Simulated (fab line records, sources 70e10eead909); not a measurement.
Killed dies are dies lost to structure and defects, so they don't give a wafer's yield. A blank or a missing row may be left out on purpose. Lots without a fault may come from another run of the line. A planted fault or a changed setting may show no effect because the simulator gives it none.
Chamber matching | flow nand_harc | NHARC_A_STAIRCASE_DESCUM_219 on rie_diel-08: 4 sister chambers
The step chemistry O2, time 3 s. 18 wafers are shown with their chamber, then 9 later ones without.

WAFERS WITH THEIR CHAMBER
wafer  | chamber | drypump_motor_current_A (A) | showerhead_plenum_p_Torr (Torr) | oes_product_au (a.u.)
L075.2 | 2       | 5.9                         | 1.98                            | 1.012
L075.3 | 3       | 5.2                         | 1.97                            | 0.972
L075.4 | 0       | 6.1                         | 1.81                            | 0.986
L078.2 | 1       | 5.0                         | 1.86                            | 0.994
L078.5 | 0       | 6.1                         | 1.81                            | 0.983
L078.6 | 1       | 5.0                         | 1.86                            | 1.001
L076.2 | 3       | 5.3                         | 1.97                            | 0.970
L076.5 | 0       | 6.1                         | 1.81                            | 0.978
L076.6 | 3       | 5.3                         | 1.97                            | 0.969
L079.1 | 1       | 5.0                         | 1.86                            | 1.001
L079.4 | 2       | 5.9                         | 1.97                            | 1.000
L079.6 | 2       | 5.9                         | 1.97                            | 1.003
L081.1 | 0       | 6.1                         | 1.80                            | 0.977
L081.2 | 3       | 5.3                         | 1.97                            | 0.976
L081.5 | 2       | 5.9                         | 1.97                            | 0.996
L088.1 | 2       | 5.9                         | 1.97                            | 0.991
L088.4 | 3       | 5.3                         | 1.96                            | 0.988
L088.5 | 1       | 5.0                         | 1.86                            | 0.977

SIGNATURES (means of the wafers above)
reading                  | chamber 0 | chamber 1 | chamber 2 | chamber 3 | scatter within a chamber
drypump_motor_current_A  | 6.100     | 5.000     | 5.900     | 5.280     | 0.0239
showerhead_plenum_p_Torr | 1.8075    | 1.8600    | 1.9720    | 1.9680    | 0.0041
oes_product_au           | 0.98100   | 0.99325   | 1.00040   | 0.97500   | 0.00814
Rule: a wafer's distance from a chamber is the root of the sum, over the readings, of the square of ((its reading less the chamber's mean) divided by the reading's scatter). The wafer belongs to the nearest chamber; if the next one is less than 2 further off, it can't be placed. The scatter: the root of (the sum of the squares of (reading less its chamber's mean) over the shown wafers, divided by (wafers less chambers)).

WAFERS WITHOUT THEIR CHAMBER
wafer  | drypump_motor_current_A (A) | showerhead_plenum_p_Torr (Torr) | oes_product_au (a.u.)
L086.1 | 5.0                         | 1.85                            | 1.003
L086.2 | 5.3                         | 1.96                            | 1.011
L086.6 | 5.9                         | 1.97                            | 0.994
L095.3 | 5.0                         | 1.85                            | 0.998
L095.4 | 6.1                         | 1.80                            | 1.000
L095.5 | 5.0                         | 1.85                            | 0.987
L097.3 | 5.0                         | 1.85                            | 0.993
L097.4 | 6.1                         | 1.80                            | 1.016
L097.6 | 6.1                         | 1.80                            | 1.004

WHICH CHAMBER EACH WENT THROUGH
wafer  | from the rows above | in truth
L086.1 | 1                   | 1
L086.2 | 3                   | 3
L086.6 | 2                   | 2
L095.3 | 1                   | 1
L095.4 | 0                   | 0
L095.5 | 1                   | 1
L097.3 | 1                   | 1
L097.4 | 0                   | 0
L097.6 | 0                   | 0
Placed correctly: 9 of 9. Can't be placed from these rows: 0. Placed wrongly: 0.
